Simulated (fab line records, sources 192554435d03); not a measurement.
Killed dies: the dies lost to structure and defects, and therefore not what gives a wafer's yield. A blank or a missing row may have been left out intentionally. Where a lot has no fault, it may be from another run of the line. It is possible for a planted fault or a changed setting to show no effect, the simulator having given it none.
The tool behind it: which one? / flow n5-finfet / 23 wafers from 8 lots sampled at 6 of the route's 1938 steps

WHAT THE GAUGES READ, wafer by wafer
N5_BEOL_M3_CD_MEAS_11: target cd 17.05 nm.
lot=L390; measured=day 8 07:58; on=cd-sem-03; cd-nm (nm)=17.12 17.24 17.28
lot=L391; measured=day 8 08:13; on=cd-sem-02; cd-nm (nm)=17.12 17.02
lot=L394; measured=day 8 19:54; on=cd-sem-02; cd-nm (nm)=16.84 17.25 17.14
lot=L396; measured=day 10 01:13; on=cd-sem-01; cd-nm (nm)=17.79 17.66 17.99
lot=L403; measured=day 10 22:03; on=cd-sem-01; cd-nm (nm)=17.29 17.36 17.20
lot=L401; measured=day 11 05:49; on=cd-sem-03; cd-nm (nm)=17.43 17.70 17.83
lot=L407; measured=day 12 12:45; on=cd-sem-01; cd-nm (nm)=17.14 17.26 17.29
lot=L412; measured=day 13 18:35; on=cd-sem-02; cd-nm (nm)=16.78 17.40 16.81

N5_BEOL_M4_RC_MEAS_101.
lot=L390; measured=day 10 01:57; on=prober-02; DIBL_N (mV/V)=33.3 38.8 31.5; DIBL_P (mV/V)=32.4 39.3 30.2; IOFF_N (nA/um)=0.09 0.19 0.08; IOFF_P (nA/um)=0.16 0.26 0.13; ION_N (uA/um)=644 676 636; ION_P (uA/um)=452 469 452; SS_N (mV/dec)=70.7 71.5 70.1; SS_P (mV/dec)=71.9 74.8 72.3; VT_N (mV)=259 250 262; VT_P (mV)=-254 -247 -256
lot=L391; measured=day 10 08:25; on=prober-02; DIBL_N (mV/V)=34.9 37.0; DIBL_P (mV/V)=33.9 37.6; IOFF_N (nA/um)=0.13 0.17; IOFF_P (nA/um)=0.17 0.22; ION_N (uA/um)=671 684; ION_P (uA/um)=460 468; SS_N (mV/dec)=70.6 71.1; SS_P (mV/dec)=73.4 74.7; VT_N (mV)=255 248; VT_P (mV)=-254 -252
lot=L394; measured=day 10 20:36; on=prober-02; DIBL_N (mV/V)=34.7 36.8 32.4; DIBL_P (mV/V)=35.1 38.1 33.0; IOFF_N (nA/um)=0.13 0.17 0.10; IOFF_P (nA/um)=0.16 0.21 0.15; ION_N (uA/um)=675 687 657; ION_P (uA/um)=459 468 460; SS_N (mV/dec)=70.9 71.0 70.7; SS_P (mV/dec)=73.1 73.9 71.7; VT_N (mV)=255 249 254; VT_P (mV)=-254 -252 -254
lot=L396; measured=day 11 17:02; on=prober-02; DIBL_N (mV/V)=35.0 42.0 34.9; DIBL_P (mV/V)=34.2 43.0 33.9; IOFF_N (nA/um)=0.13 0.28 0.13; IOFF_P (nA/um)=0.15 0.29 0.16; ION_N (uA/um)=644 704 676; ION_P (uA/um)=440 470 457; SS_N (mV/dec)=71.1 73.0 71.1; SS_P (mV/dec)=72.1 74.2 73.0; VT_N (mV)=253 241 249; VT_P (mV)=-258 -251 -253
lot=L403; measured=day 12 13:56; on=prober-02; DIBL_N (mV/V)=34.3 36.0 36.1; DIBL_P (mV/V)=33.9 37.2 37.2; IOFF_N (nA/um)=0.12 0.16 0.15; IOFF_P (nA/um)=0.15 0.21 0.21; ION_N (uA/um)=659 688 662; ION_P (uA/um)=451 466 455; SS_N (mV/dec)=71.0 71.6 71.7; SS_P (mV/dec)=73.1 73.3 74.1; VT_N (mV)=258 249 251; VT_P (mV)=-258 -253 -253
lot=L401; measured=day 13 12:01; on=prober-02; DIBL_N (mV/V)=37.6 33.3 38.7; DIBL_P (mV/V)=39.6 33.2 41.4; IOFF_N (nA/um)=0.18 0.12 0.20; IOFF_P (nA/um)=0.24 0.15 0.28; ION_N (uA/um)=667 664 664; ION_P (uA/um)=456 453 460; SS_N (mV/dec)=72.1 70.7 72.3; SS_P (mV/dec)=74.0 72.2 74.4; VT_N (mV)=250 253 247; VT_P (mV)=-249 -255 -250
lot=L407; measured=day 14 11:39; on=prober-01; DIBL_N (mV/V)=36.8 39.7 41.3; DIBL_P (mV/V)=35.2 40.8 41.4; IOFF_N (nA/um)=0.14 0.23 0.27; IOFF_P (nA/um)=0.17 0.27 0.28; ION_N (uA/um)=642 699 686; ION_P (uA/um)=446 477 459; SS_N (mV/dec)=71.7 72.2 73.6; SS_P (mV/dec)=73.2 73.9 74.2; VT_N (mV)=255 247 246; VT_P (mV)=-254 -245 -251
lot=L412; measured=day 15 13:25; on=prober-01; DIBL_N (mV/V)=34.9 37.3 35.3; DIBL_P (mV/V)=36.2 38.6 35.4; IOFF_N (nA/um)=0.12 0.16 0.13; IOFF_P (nA/um)=0.17 0.21 0.16; ION_N (uA/um)=664 671 666; ION_P (uA/um)=459 469 453; SS_N (mV/dec)=71.3 71.8 71.5; SS_P (mV/dec)=73.3 74.0 72.8; VT_N (mV)=257 252 255; VT_P (mV)=-256 -251 -258

WHAT TOOL EACH LOT RAN ON (gives the tool, then ch and the chambers of the sampled wafers, and finally the start)
lot=L390; N5_BEOL_M2_CMP_52=cmp-01 ch 0,1,2, day 8 03:20; N5_BEOL_M3_EXPOSE_08=euv-scanner-02 ch 0, day 8 07:51; N5_BEOL_M3_ETCH_63=rie-diel-02 ch 0,1,3, day 8 08:08; N5_BEOL_M3_ETCH_64=rie-diel-02 ch 0,1,3, day 8 08:10
lot=L391; N5_BEOL_M2_CMP_52=cmp-01 ch 1,2, day 8 04:29; N5_BEOL_M3_EXPOSE_08=euv-scanner-02 ch 0, day 8 08:05; N5_BEOL_M3_ETCH_63=rie-diel-03 ch 1,3, day 8 08:23; N5_BEOL_M3_ETCH_64=rie-diel-03 ch 1,3, day 8 08:24
lot=L394; N5_BEOL_M2_CMP_52=cmp-03 ch 0,3, day 8 16:24; N5_BEOL_M3_EXPOSE_08=euv-scanner-02 ch 0, day 8 19:47; N5_BEOL_M3_ETCH_63=rie-diel-03 ch 0,1,2, day 8 20:05; N5_BEOL_M3_ETCH_64=rie-diel-03 ch 0,1,2, day 8 20:07
lot=L396; N5_BEOL_M2_CMP_52=cmp-01 ch 0,1,2, day 9 21:36; N5_BEOL_M3_EXPOSE_08=euv-scanner-01 ch 0, day 10 01:05; N5_BEOL_M3_ETCH_63=rie-diel-02 ch 0,2,3, day 10 01:23; N5_BEOL_M3_ETCH_64=rie-diel-02 ch 0,2,3, day 10 01:25
lot=L403; N5_BEOL_M2_CMP_52=cmp-01 ch 0,1,2, day 10 20:25; N5_BEOL_M3_EXPOSE_08=euv-scanner-02 ch 0, day 10 21:56; N5_BEOL_M3_ETCH_63=rie-diel-02 ch 1,2,3, day 10 22:14; N5_BEOL_M3_ETCH_64=rie-diel-02 ch 1,2,3, day 10 22:16
lot=L401; N5_BEOL_M2_CMP_52=cmp-02 ch 0,1,3, day 11 03:50; N5_BEOL_M3_EXPOSE_08=euv-scanner-01 ch 0, day 11 05:41; N5_BEOL_M3_ETCH_63=rie-diel-02 ch 0,3, day 11 06:07; N5_BEOL_M3_ETCH_64=rie-diel-02 ch 0,3, day 11 06:08
lot=L407; N5_BEOL_M2_CMP_52=cmp-03 ch 0,1, day 12 10:01; N5_BEOL_M3_EXPOSE_08=euv-scanner-02 ch 0, day 12 12:38; N5_BEOL_M3_ETCH_63=rie-diel-06 ch 1,2, day 12 13:05; N5_BEOL_M3_ETCH_64=rie-diel-06 ch 1,2, day 12 13:07
lot=L412; N5_BEOL_M2_CMP_52=cmp-03 ch 1,3, day 13 14:58; N5_BEOL_M3_EXPOSE_08=euv-scanner-02 ch 0, day 13 18:28; N5_BEOL_M3_ETCH_63=rie-diel-02 ch 0,1, day 13 18:46; N5_BEOL_M3_ETCH_64=rie-diel-02 ch 0,1, day 13 18:48
- N5_BEOL_M2_CMP_52: polishes, stops on SiOC, t overpolish 6.8 s, target thk 40 nm.
- N5_BEOL_M3_EXPOSE_08: exposes mask M3.
- N5_BEOL_M3_ETCH_63: etches SiARC in CF4, target depth 15.6 nm, time 26 s.
- N5_BEOL_M3_ETCH_64: etches SOC in N2/H2, target depth 75 nm, overetch 15 nm, time 112.5 s.

WHAT THE TOOLS THEMSELVES READ (means of the sampled wafers that have a number; where no wafer has one, the mark that the record gives instead)
N5_BEOL_M2_CMP_52.
lot=L390; tool=cmp-01; barrier-field-endpoint-s (s)=25.2; head-pressure-psi (psi)=1.0011; motor-current-A (A)=6.1; overpolish-run-s (s)=6.798; slurry-filter-dp-kPa (kPa)=13.48; time-to-endpoint-s (s)=63
lot=L391; tool=cmp-01; barrier-field-endpoint-s (s)=24.4; head-pressure-psi (psi)=1.0017; motor-current-A (A)=5.8; overpolish-run-s (s)=6.792; slurry-filter-dp-kPa (kPa)=13.42; time-to-endpoint-s (s)=64
lot=L394; tool=cmp-03; barrier-field-endpoint-s (s)=24.1; head-pressure-psi (psi)=1.0004; motor-current-A (A)=6.4; overpolish-run-s (s)=6.800; slurry-filter-dp-kPa (kPa)=13.52; time-to-endpoint-s (s)=58
lot=L396; tool=cmp-01; barrier-field-endpoint-s (s)=24.1; head-pressure-psi (psi)=1.0012; motor-current-A (A)=6.0; overpolish-run-s (s)=6.812; slurry-filter-dp-kPa (kPa)=13.40; time-to-endpoint-s (s)=61
lot=L403; tool=cmp-01; barrier-field-endpoint-s (s)=24.0; head-pressure-psi (psi)=0.9982; motor-current-A (A)=6.0; overpolish-run-s (s)=6.792; slurry-filter-dp-kPa (kPa)=13.54; time-to-endpoint-s (s)=59
lot=L401; tool=cmp-02; barrier-field-endpoint-s (s)=24.6; head-pressure-psi (psi)=0.9989; motor-current-A (A)=6.5; overpolish-run-s (s)=6.806; slurry-filter-dp-kPa (kPa)=13.51; time-to-endpoint-s (s)=63
lot=L407; tool=cmp-03; barrier-field-endpoint-s (s)=24.7; head-pressure-psi (psi)=1.0010; motor-current-A (A)=6.3; overpolish-run-s (s)=6.795; slurry-filter-dp-kPa (kPa)=13.38; time-to-endpoint-s (s)=67
lot=L412; tool=cmp-03; barrier-field-endpoint-s (s)=25.1; head-pressure-psi (psi)=1.0008; motor-current-A (A)=6.2; overpolish-run-s (s)=6.802; slurry-filter-dp-kPa (kPa)=13.47; time-to-endpoint-s (s)=66

N5_BEOL_M3_EXPOSE_08.
lot=L390 tool=euv-scanner-02 exposure-dose-mJ-cm2=32.89
lot=L391 tool=euv-scanner-02 exposure-dose-mJ-cm2=32.90
lot=L394 tool=euv-scanner-02 exposure-dose-mJ-cm2=32.96
lot=L396 tool=euv-scanner-01 exposure-dose-mJ-cm2=34.09
lot=L403 tool=euv-scanner-02 exposure-dose-mJ-cm2=32.93
lot=L401 tool=euv-scanner-01 exposure-dose-mJ-cm2=33.66
lot=L407 tool=euv-scanner-02 exposure-dose-mJ-cm2=32.88
lot=L412 tool=euv-scanner-02 exposure-dose-mJ-cm2=32.91

N5_BEOL_M3_ETCH_63.
lot=L390; tool=rie-diel-02; drypump-motor-current-A (A)=5.5; etch-rf-on-time-s (s)=26.7; oes-product-au (a.u.)=0.68; rf-vpp-V (V)=184.1; showerhead-plenum-p-Torr (Torr)=2.12; throttle-valve-pct (%)=15.51
lot=L391; tool=rie-diel-03; drypump-motor-current-A (A)=5.7; etch-rf-on-time-s (s)=25.7; oes-product-au (a.u.)=0.66; rf-vpp-V (V)=185.2; showerhead-plenum-p-Torr (Torr)=2.19; throttle-valve-pct (%)=15.80
lot=L394; tool=rie-diel-03; drypump-motor-current-A (A)=6.0; etch-rf-on-time-s (s)=26.2; oes-product-au (a.u.)=0.66; rf-vpp-V (V)=184.0; showerhead-plenum-p-Torr (Torr)=2.17; throttle-valve-pct (%)=15.61
lot=L396; tool=rie-diel-02; drypump-motor-current-A (A)=5.6; etch-rf-on-time-s (s)=26.2; oes-product-au (a.u.)=0.64; rf-vpp-V (V)=183.3; showerhead-plenum-p-Torr (Torr)=2.08; throttle-valve-pct (%)=15.65
lot=L403; tool=rie-diel-02; drypump-motor-current-A (A)=5.5; etch-rf-on-time-s (s)=25.6; oes-product-au (a.u.)=0.66; rf-vpp-V (V)=184.1; showerhead-plenum-p-Torr (Torr)=2.14; throttle-valve-pct (%)=15.64
lot=L401; tool=rie-diel-02; drypump-motor-current-A (A)=5.6; etch-rf-on-time-s (s)=26.7; oes-product-au (a.u.)=0.65; rf-vpp-V (V)=183.1; showerhead-plenum-p-Torr (Torr)=2.05; throttle-valve-pct (%)=15.57
lot=L407; tool=rie-diel-06; drypump-motor-current-A (A)=5.7; etch-rf-on-time-s (s)=26.4; oes-product-au (a.u.)=0.66; rf-vpp-V (V)=182.7; showerhead-plenum-p-Torr (Torr)=2.05; throttle-valve-pct (%)=15.67
lot=L412; tool=rie-diel-02; drypump-motor-current-A (A)=5.4; etch-rf-on-time-s (s)=25.0; oes-product-au (a.u.)=0.69; rf-vpp-V (V)=184.3; showerhead-plenum-p-Torr (Torr)=2.19; throttle-valve-pct (%)=15.47

N5_BEOL_M3_ETCH_64.
lot=L390; tool=rie-diel-02; drypump-motor-current-A (A)=5.5; h2-flow-sccm (sccm)=200.1; oes-product-au (a.u.)=0.63; rf-vpp-V (V)=523.2; showerhead-plenum-p-Torr (Torr)=2.52; throttle-valve-pct (%)=17.72
lot=L391; tool=rie-diel-03; drypump-motor-current-A (A)=5.7; h2-flow-sccm (sccm)=199.7; oes-product-au (a.u.)=0.60; rf-vpp-V (V)=525.5; showerhead-plenum-p-Torr (Torr)=2.59; throttle-valve-pct (%)=17.95
lot=L394; tool=rie-diel-03; drypump-motor-current-A (A)=6.0; h2-flow-sccm (sccm)=200.2; oes-product-au (a.u.)=0.61; rf-vpp-V (V)=524.1; showerhead-plenum-p-Torr (Torr)=2.59; throttle-valve-pct (%)=17.87
lot=L396; tool=rie-diel-02; drypump-motor-current-A (A)=5.6; h2-flow-sccm (sccm)=199.9; oes-product-au (a.u.)=0.60; rf-vpp-V (V)=521.8; showerhead-plenum-p-Torr (Torr)=2.46; throttle-valve-pct (%)=17.83
lot=L403; tool=rie-diel-02; drypump-motor-current-A (A)=5.6; h2-flow-sccm (sccm)=199.8; oes-product-au (a.u.)=0.60; rf-vpp-V (V)=524.0; showerhead-plenum-p-Torr (Torr)=2.53; throttle-valve-pct (%)=17.74
lot=L401; tool=rie-diel-02; drypump-motor-current-A (A)=5.6; h2-flow-sccm (sccm)=200.0; oes-product-au (a.u.)=0.61; rf-vpp-V (V)=520.0; showerhead-plenum-p-Torr (Torr)=2.45; throttle-valve-pct (%)=17.88
lot=L407; tool=rie-diel-06; drypump-motor-current-A (A)=5.7; h2-flow-sccm (sccm)=200.1; oes-product-au (a.u.)=0.62; rf-vpp-V (V)=519.9; showerhead-plenum-p-Torr (Torr)=2.42; throttle-valve-pct (%)=17.83
lot=L412; tool=rie-diel-02; drypump-motor-current-A (A)=5.4; h2-flow-sccm (sccm)=199.7; oes-product-au (a.u.)=0.62; rf-vpp-V (V)=525.0; showerhead-plenum-p-Torr (Torr)=2.59; throttle-valve-pct (%)=17.67

THE ANSWER, worked out from the rows above alone
Rule: the lots themselves supply what counts as usual. The widest of any qualifying gaps counts: lots, ordered by their means at a reading, are off when they make up no more than a third of the lots, leave a main group of 4 or more, and stand apart from it by 3 or more times the standard deviation of that group's means. The tables above print the reading to a certain number of digits; a main group whose means all agree to those digits is not used. A lot without any number at a reading at which 4 lots or more have one is off too. All remaining lots with rows at the step are treated as sound. The gauges are gone through in route order, then the tools' own readings, and for those a lot's mean is taken as printed above. At the first step where some lot is off, the reading lying furthest off is the one used; lots without a number count as furthest.
Off at N5_BEOL_M3_CD_MEAS_11 (cd-nm): L396, L401. The main group: mean 17.14 nm, standard deviation 0.1.
If a tool, at a process step before that reading, ran all the lots that are off and no sound lot after the first of them, it fits. Not tried: the gauges at N5_BEOL_M3_CD_MEAS_11; whatever is off there is also off at N5_BEOL_M3_EXPOSE_08, on other tools, and gauge error can't account for it. One candidate fits, namely euv-scanner-01 at N5_BEOL_M3_EXPOSE_08. It ran no sound lot before its first lot that is off in this sample, so the start can't be narrowed down.
On the lots that are off, the tool's own readings at N5_BEOL_M3_EXPOSE_08 differ by more than 5 times the standard deviation of the sound lots' means, which bears it out; exposure-dose-mJ-cm2 reads 33.88 there versus 32.91 on the sound lots.

WHAT WAS PUT IN BY THE SIMULATOR
Process parameters drifting: euv-scanner-01 at N5_BEOL_M3_EXPOSE_08, beginning at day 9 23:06. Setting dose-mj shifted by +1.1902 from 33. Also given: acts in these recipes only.
Struck lots among those shown: L396, L401. The rule above found the same.
